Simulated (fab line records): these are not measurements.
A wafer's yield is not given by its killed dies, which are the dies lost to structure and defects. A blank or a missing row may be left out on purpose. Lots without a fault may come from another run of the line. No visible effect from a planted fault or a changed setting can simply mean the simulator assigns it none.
Chamber matching :: flow n5Finfet :: N5_BEOL_M6_ALD_77 on aldMetal-03: 4 sister chambers
The step deposits TaN, target thk 2 nm, pulse time 2 s, purge time 3 s. 16 wafers are shown with their chamber, then 8 later ones without.

## WAFERS WITH THEIR CHAMBER
wafer: L077.3
chamber: 3
heaterPowerW (W): 439
precursorVesselPressureTorr (Torr): 26.21

wafer: L077.4
chamber: 1
heaterPowerW (W): 441
precursorVesselPressureTorr (Torr): 26.10

wafer: L077.5
chamber: 2
heaterPowerW (W): 423
precursorVesselPressureTorr (Torr): 26.25

wafer: L078.1
chamber: 3
heaterPowerW (W): 434
precursorVesselPressureTorr (Torr): 26.32

wafer: L078.3
chamber: 2
heaterPowerW (W): 424
precursorVesselPressureTorr (Torr): 26.20

wafer: L078.4
chamber: 0
heaterPowerW (W): 464
precursorVesselPressureTorr (Torr): 26.26

wafer: L083.2
chamber: 1
heaterPowerW (W): 447
precursorVesselPressureTorr (Torr): 26.20

wafer: L083.3
chamber: 2
heaterPowerW (W): 414
precursorVesselPressureTorr (Torr): 26.21

wafer: L083.6
chamber: 1
heaterPowerW (W): 444
precursorVesselPressureTorr (Torr): 26.18

wafer: L086.3
chamber: 0
heaterPowerW (W): 472
precursorVesselPressureTorr (Torr): 26.26

wafer: L086.4
chamber: 1
heaterPowerW (W): 451
precursorVesselPressureTorr (Torr): 26.24

wafer: L086.5
chamber: 0
heaterPowerW (W): 468
precursorVesselPressureTorr (Torr): 26.30

wafer: L087.3
chamber: 1
heaterPowerW (W): 447
precursorVesselPressureTorr (Torr): 26.32

wafer: L087.4
chamber: 0
heaterPowerW (W): 462
precursorVesselPressureTorr (Torr): 26.28

wafer: L087.5
chamber: 1
heaterPowerW (W): 453
precursorVesselPressureTorr (Torr): 26.22

wafer: L089.2
chamber: 1
heaterPowerW (W): 443
precursorVesselPressureTorr (Torr): 26.18

SIGNATURES (means of the wafers above)
reading: heaterPowerW
chamber 0: 466.50
chamber 1: 446.57
chamber 2: 420.33
chamber 3: 436.50
scatter within a chamber: 4.51

reading: precursorVesselPressureTorr
chamber 0: 26.2750
chamber 1: 26.2057
chamber 2: 26.2200
chamber 3: 26.2650
scatter within a chamber: 0.0544
Rule: for each reading, subtract the chamber's mean from the wafer's reading, divide by that reading's scatter and square the result; add these up over the readings and take the root, which gives the wafer's distance from the chamber. The wafer belongs to the nearest chamber; if the next one is less than 2 further off, it can't be placed. The scatter: take each reading less its chamber's mean, square it, sum over the shown wafers, divide by the number of wafers less the number of chambers, and take the root.

## WAFERS WITH NO CHAMBER GIVEN
wafer: L089.5
heaterPowerW (W): 415
precursorVesselPressureTorr (Torr): 26.17

wafer: L089.6
heaterPowerW (W): 449
precursorVesselPressureTorr (Torr): 26.24

wafer: L092.1
heaterPowerW (W): 443
precursorVesselPressureTorr (Torr): 26.23

wafer: L092.2
heaterPowerW (W): 416
precursorVesselPressureTorr (Torr): 26.27

wafer: L092.5
heaterPowerW (W): 429
precursorVesselPressureTorr (Torr): 26.33

wafer: L095.4
heaterPowerW (W): 466
precursorVesselPressureTorr (Torr): 26.26

wafer: L095.5
heaterPowerW (W): 448
precursorVesselPressureTorr (Torr): 26.27

wafer: L095.6
heaterPowerW (W): 418
precursorVesselPressureTorr (Torr): 26.19

## CHAMBER TAKEN BY EACH
wafer: L089.5
from the rows above: 2
in truth: 2

wafer: L089.6
from the rows above: can't be placed: 1 or 3
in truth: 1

wafer: L092.1
from the rows above: can't be placed: 1 or 3
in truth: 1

wafer: L092.2
from the rows above: 2
in truth: 2

wafer: L092.5
from the rows above: can't be placed: 3 or 2
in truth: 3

wafer: L095.4
from the rows above: 0
in truth: 0

wafer: L095.5
from the rows above: can't be placed: 1 or 3
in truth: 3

wafer: L095.6
from the rows above: 2
in truth: 2
4 of 8 placed correctly. Can't be placed from these rows: 4 (the true chamber is among the candidates in 4). Number placed wrongly: 0.
